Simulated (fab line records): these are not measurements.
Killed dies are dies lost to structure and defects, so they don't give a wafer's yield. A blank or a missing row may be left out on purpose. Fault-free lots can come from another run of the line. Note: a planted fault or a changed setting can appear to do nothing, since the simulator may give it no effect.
A lot that was struck, set against a sound lot | flow n5 finfet | 37 steps out of a route of 1938
Sound: the wafers L852.1, L852.4, L852.5. Wafers L844.2, L844.4, L844.5 were the ones struck. The cause is named last.
Each step with rows lists, per side, the tool, then ch with its chambers, then its first start. Under that, the readings that differ: sound wafers | struck wafers | difference of the means | sigmas: that difference in standard deviations of wafers without a fault.
alike: readings whose means differ by less than 2 such deviations, and words and numbers that are the same on both sides. not compared: withheld readings, readings that some wafer has no value for, bounds like >300 that may hide the same value, and numbers for which the record gives no deviation and whose values overlap.
Wherever a step has rows on one side only, a row that says differs or no value, or a row with sigmas, the two part there. Non-overlapping numbers with no deviation appear without sigmas and do not part them. A reading that every wafer of one side lacks parts them only if that side has two wafers or more.

first, 9 steps without rows for these wafers: N5_HKMG_FIN_EBR_45; N5_HKMG_FIN_SOFTBAKE_44 (time 60 s); N5_HKMG_FIN_EXPOSE_46 (exposes mask NDIPOLE); N5_HKMG_FIN_PEB_47 (peb time 60 s); N5_HKMG_FIN_DEVELOP_48 (develop time 30 s); N5_HKMG_FIN_DESCUM_53 (chemistry O2, time 7.9 s); N5_HKMG_FIN_ETCH_54 (etches SiARC in CF4, target depth 45.5 nm, time 75.8 s); N5_HKMG_FIN_ETCH_55 (etches SOC in N2/H2, target depth 240 nm, time 300 s); N5_HKMG_FIN_STRIP_56 (strips in N2/H2).
N5_HKMG_FIN_STRIP_57: strips in CF4.
  sound on rie diel-02 ch 0,2,3, day 7 17:56; struck on rie diel-04 ch 0,2,3, day 5 17:23
  no value came back on the struck wafers for any of 8 readings (bias power w (W), cf4 flow sccm (sccm) and others); on the sound wafers bias power w (W) reads 74.87 74.52 74.92
  reading                                     | sound | struck         | difference | sigmas
  model.SiARC_of_HKMG_FIN_COAT_42.thk nm (nm) | 0 0 0 | 20.8 21.4 21.6 | +21.3      |
  not compared: rf hours counter h
then, 3 steps without rows for these wafers: N5_HKMG_FIN_ETCH_58 (etches SOC in N2/H2, target depth 215.8 nm, time 741 s); N5_HKMG_FIN_STRIP_93 (strips SOC in N2/H2, time 20 s); N5_HKMG_FIN_WET_ETCH_76 (etches Al2O3 in dNH4OH, stops on La2O3, target depth 2.25 nm, rinse time 30 s).
N5_HKMG_FIN_STRIP_60: strips in N2/H2, time 360 s.
  sound on plasma asher-01 ch 0,1, day 7 18:31; struck on plasma asher-02 ch 0,1, day 5 17:59
  reading                                   | sound | struck         | difference | sigmas
  model.SOC_of_HKMG_FIN_COAT_41.thk nm (nm) | 0 0 0 | 61.6 75.6 76.4 | +71.2      |
  alike: drypump motor current A, h2 flow sccm, heater power w
  not compared: rf hours counter h
then, 19 steps without rows for these wafers: N5_HKMG_FIN_WET_ETCH_77 (etches La2O3 in dHCl, stops on HfO2, target depth 2 nm); N5_HKMG_FIN_WET_ETCH_78 (etches Al2O3 in dNH4OH, stops on La2O3, target depth 4.5 nm, rinse time 30 s); N5_HKMG_FIN_ALD_79 (deposits TiN, target thk 1.5 nm, pulse time 1 s, purge time 3 s); N5_HKMG_FIN_CVD_62 (deposits a-Si from Si2H6, target thk 3 nm, time 20.8 s); N5_HKMG_FIN_RTA_80 (time 2 s); N5_HKMG_FIN_PRECLEAN_64 (cleans in dHF, time 30 s); N5_HKMG_FIN_WET_ETCH_65 (etches a-Si in TMAH, stops on TiN, time 49 s, target depth 3 nm); N5_HKMG_FIN_WET_ETCH_81 (etches TiN in SC1, stops on HfO2, time 57 s, target depth 6 nm); N5_HKMG_FIN_WET_ETCH_82 (etches La2O3 in dHCl, stops on HfO2, target depth 2 nm, rinse time 30 s); N5_HKMG_FIN_ALD_36 (deposits TiN, target thk 1 nm, pulse time 1 s, purge time 3 s); N5_HKMG_FIN_PWFM_ALD_03 (deposits TiN, target thk 2 nm, pulse time 1 s, purge time 3 s); N5_HKMG_FIN_COAT_29 (time 60 s, resist thk 300 nm); N5_HKMG_FIN_COAT_30 (time 60 s, resist thk 35 nm); N5_HKMG_FIN_COAT_06 (resist thk 90 nm); N5_HKMG_FIN_EBR_08; N5_HKMG_FIN_SOFTBAKE_07 (time 60 s); N5_HKMG_FIN_EXPOSE_09 (exposes mask NWFM); N5_HKMG_FIN_PEB_10 (peb time 60 s); N5_HKMG_FIN_DEVELOP_11 (develop time 30 s).
N5_HKMG_FIN_INSPECT_14: inspects for defects (macro).
  sound on defect inspect-01 at day 7 21:02; struck on defect inspect-02 at day 5 20:44
  reading          | sound | struck   | difference | sigmas
  raw defect count | 1 3 2 | 10 24 15 | +14        | +11
then, 1 step without rows for these wafers: N5_HKMG_FIN_DESCUM_17 (chemistry O2, time 7.9 s).
N5_BEOL_M4_RC_MEAS_101:
  the record has rows for the sound wafers here (prober-02 ch 0, day 11 07:36) and none for the struck ones
-- record jumps: 8 days separate the struck wafers' starts on either side; left off in module BEOL_M4, taken up again in module PASSIVATION, whose first shown step is the route's number 1936 --
N5_PASSIVATION_PROBE_49:
  sound on prober-02 at day 15 09:59; struck on prober-01 at day 13 23:04
  reading             | sound       | struck         | difference | sigmas
  killed at front end | 58 51 47    | 1110 1119 1133 | +1069      | +89
  killed dies         | 134 126 103 | 1180 1180 1180 | +1059      | +66
  killed on rim       | 14 17 10    | 152 152 152    | +138       | +35
  alike: killed_at_M0_to_M3, killed_at_M4_up, killed at contacts, killed at other, killed open, killed short

## WHERE THEY PART
Earliest at N5_HKMG_FIN_STRIP_57; latest, in this record, at N5_PASSIVATION_PROBE_49.

WHY: what the simulator had put in
At N5_HKMG_FIN_STRIP_57, the step was skipped entirely on rie diel-04 from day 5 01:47 on. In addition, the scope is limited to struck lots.
